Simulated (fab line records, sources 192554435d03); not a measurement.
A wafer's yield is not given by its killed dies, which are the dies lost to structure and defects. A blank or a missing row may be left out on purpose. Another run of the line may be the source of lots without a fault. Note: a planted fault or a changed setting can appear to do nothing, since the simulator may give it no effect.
Split-lot trial || flow n5Finfet || 21 wafers read from 7 lots, route of 1938 steps

THE SPLIT
At N5_FIN_SAQP_HM_DEP_72 (deposits SiO2 from SiH4/N2O, target thk 12 nm, time 7.2 s), the setting timeS was moved away from the recipe's 7.2 s on 9 of the 21 wafers read, by -12.9% to +13.9%. This setting was run at the recipe's value on the other wafers.

FROM THE SPLIT TO THE READING: what the file shows between them, 5 steps
- N5_FIN_SAQP_EXPOSE_13: exposes mask FIN CORE, target cd 35.6 nm (also split here: doseMj)
- N5_FIN_SAQP_PEB_14: peb time 60 s
- N5_FIN_SAQP_DEVELOP_15: develop time 30 s
- N5_FIN_SAQP_ETCH_52: etches SOC in N2/H2, target depth 100 nm, overetch 20 nm, time 150 s
- N5_FIN_SAQP_STRIP_53: strips in N2/H2

THE READING
etch.depthNm (the simulator's own value, which no gauge read), in nm, at N5_FIN_SAQP_HM_OPEN_73 (chemistry CHF3/O2, target SiO2, stops on a-Si, target depth 12 nm, time 16.8 s). The file does not state a usual value for it. Across the 12 wafers here that went through the recipe, the average is 12.01 nm and the standard deviation 0.22 nm.

{"wafer": "L078.3", "tool, chamber at the split": "pecvd-03, 0", "timeS as run, s": 7.2, "against the recipe": "recipe", "etch.depthNm, nm": 11.93, "against lot-mates on the recipe": "-"}
{"wafer": "L078.4", "tool, chamber at the split": "pecvd-03, 2", "timeS as run, s": 6.271, "against the recipe": "-12.9%", "etch.depthNm, nm": 10.6, "against lot-mates on the recipe": -1.33}
{"wafer": "L078.6", "tool, chamber at the split": "pecvd-03, 1", "timeS as run, s": 6.271, "against the recipe": "-12.9%", "etch.depthNm, nm": 10.72, "against lot-mates on the recipe": -1.21}
{"wafer": "L080.1", "tool, chamber at the split": "pecvd-02, 1", "timeS as run, s": 7.2, "against the recipe": "recipe", "etch.depthNm, nm": 11.98, "against lot-mates on the recipe": "-"}
{"wafer": "L080.2", "tool, chamber at the split": "pecvd-02, 0", "timeS as run, s": 7.2, "against the recipe": "recipe", "etch.depthNm, nm": 11.92, "against lot-mates on the recipe": "-"}
{"wafer": "L080.6", "tool, chamber at the split": "pecvd-02, 0", "timeS as run, s": 7.2, "against the recipe": "recipe", "etch.depthNm, nm": 12.11, "against lot-mates on the recipe": "-"}
{"wafer": "L082.1", "tool, chamber at the split": "pecvd-01, 2", "timeS as run, s": 7.2, "against the recipe": "recipe", "etch.depthNm, nm": 12.29, "against lot-mates on the recipe": "-"}
{"wafer": "L082.3", "tool, chamber at the split": "pecvd-01, 1", "timeS as run, s": 7.2, "against the recipe": "recipe", "etch.depthNm, nm": 12.07, "against lot-mates on the recipe": "-"}
{"wafer": "L082.6", "tool, chamber at the split": "pecvd-01, 2", "timeS as run, s": 7.2, "against the recipe": "recipe", "etch.depthNm, nm": 12.41, "against lot-mates on the recipe": "-"}
{"wafer": "L084.2", "tool, chamber at the split": "pecvd-01, 1", "timeS as run, s": 7.2, "against the recipe": "recipe", "etch.depthNm, nm": 12, "against lot-mates on the recipe": "-"}
{"wafer": "L084.3", "tool, chamber at the split": "pecvd-01, 2", "timeS as run, s": 7.2, "against the recipe": "recipe", "etch.depthNm, nm": 12.16, "against lot-mates on the recipe": "-"}
{"wafer": "L084.4", "tool, chamber at the split": "pecvd-01, 0", "timeS as run, s": 6.742, "against the recipe": "-6.4%", "etch.depthNm, nm": 11.36, "against lot-mates on the recipe": -0.72}
{"wafer": "L087.2", "tool, chamber at the split": "pecvd-01, 2", "timeS as run, s": 6.771, "against the recipe": "-6.0%", "etch.depthNm, nm": 11.2, "against lot-mates on the recipe": -0.73}
{"wafer": "L087.3", "tool, chamber at the split": "pecvd-01, 1", "timeS as run, s": 7.2, "against the recipe": "recipe", "etch.depthNm, nm": 11.93, "against lot-mates on the recipe": "-"}
{"wafer": "L087.6", "tool, chamber at the split": "pecvd-01, 1", "timeS as run, s": 6.771, "against the recipe": "-6.0%", "etch.depthNm, nm": 11.56, "against lot-mates on the recipe": -0.37}
{"wafer": "L093.1", "tool, chamber at the split": "pecvd-02, 1", "timeS as run, s": 8.2, "against the recipe": "+13.9%", "etch.depthNm, nm": 13.37, "against lot-mates on the recipe": "+1.70"}
{"wafer": "L093.3", "tool, chamber at the split": "pecvd-02, 0", "timeS as run, s": 7.2, "against the recipe": "recipe", "etch.depthNm, nm": 11.5, "against lot-mates on the recipe": "-"}
{"wafer": "L093.6", "tool, chamber at the split": "pecvd-02, 0", "timeS as run, s": 7.2, "against the recipe": "recipe", "etch.depthNm, nm": 11.84, "against lot-mates on the recipe": "-"}
{"wafer": "L094.2", "tool, chamber at the split": "pecvd-03, 0", "timeS as run, s": 6.352, "against the recipe": "-11.8%", "etch.depthNm, nm": 10.57, "against lot-mates on the recipe": "no lot-mate on the recipe"}
{"wafer": "L094.3", "tool, chamber at the split": "pecvd-03, 1", "timeS as run, s": 6.352, "against the recipe": "-11.8%", "etch.depthNm, nm": 10.7, "against lot-mates on the recipe": "no lot-mate on the recipe"}
{"wafer": "L094.5", "tool, chamber at the split": "pecvd-03, 2", "timeS as run, s": 6.352, "against the recipe": "-11.8%", "etch.depthNm, nm": 10.81, "against lot-mates on the recipe": "no lot-mate on the recipe"}

FIT RESULTS
A straight line over all 21 wafers: etch.depthNm changes by +0.105 nm for each +1% of timeS; r = +0.96; the points scatter about the line by 0.19 nm.
The same after taking each lot's own level away (the mean of its wafers on the recipe; 18 wafers): +0.107 nm for each +1%; r = +0.98; scatter 0.13 nm.
Per that fit: largest timeS move, reading shift of 1.5 nm.
From 11.670 to 12.257 nm: that is the span of the lots' own levels, equal to 2.7 times the standard deviation above.
So the lot-to-lot level changes the slope little: the two slopes agree.
Check: +1.37 nm against its lot-mates is what the line predicts for one of the wafers moved furthest among these (+13.9%) when that wafer is left out of the fit. Against them it came out at +1.7 nm.

ADDITIONAL SPLITS CARRIED BY THESE WAFERS
Other splits were also applied to these wafers ahead of the reading. Each is held against what the fit with the lots' levels taken away leaves over:
{"other split on the same wafers": "N5_ZERO_LAYER_COAT_05 spinRpm", "wafers away from the commonest value": 3, "r with etch.depthNm (lot level and that fit taken away)": -0.25}
{"other split on the same wafers": "N5_ZERO_LAYER_DEVELOP_10 developTimeS", "wafers away from the commonest value": 12, "r with etch.depthNm (lot level and that fit taken away)": "+0.15"}
{"other split on the same wafers": "N5_WELL_APT_EXPOSE_22 doseMj", "wafers away from the commonest value": 11, "r with etch.depthNm (lot level and that fit taken away)": -0.36}
{"other split on the same wafers": "N5_WELL_APT_PEB_23 pebTimeS", "wafers away from the commonest value": 8, "r with etch.depthNm (lot level and that fit taken away)": -0.37}
{"other split on the same wafers": "N5_FIN_SAQP_EXPOSE_13 doseMj", "wafers away from the commonest value": 3, "r with etch.depthNm (lot level and that fit taken away)": "+0.05"}

THE WHOLE CHAIN: every reading that the file lists as answering this split, in the file's order
{"step": "N5_FIN_SAQP_HM_DEP_72", "what it does": "deposits SiO2 from SiH4/N2O, target thk 12 nm, time 7.2 s", "reading": "SiO2_of_FIN_SAQP_HM_DEP_72.thkNm (the simulator's own value, which no gauge read)", "change (the file's fit)": "+0.11 nm for each +1% of the setting", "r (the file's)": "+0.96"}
{"step": "N5_FIN_SAQP_HM_OPEN_73", "what it does": "chemistry CHF3/O2, target SiO2, stops on a-Si, target depth 12 nm, time 16.8 s", "reading": "etch.depthNm (the simulator's own value, which no gauge read)", "change (the file's fit)": "+0.11 nm for each +1% of the setting", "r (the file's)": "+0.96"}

THE FILE'S OWN FIT
etch.depthNm changes by +0.11 nm for each +1% of timeS, r = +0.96.
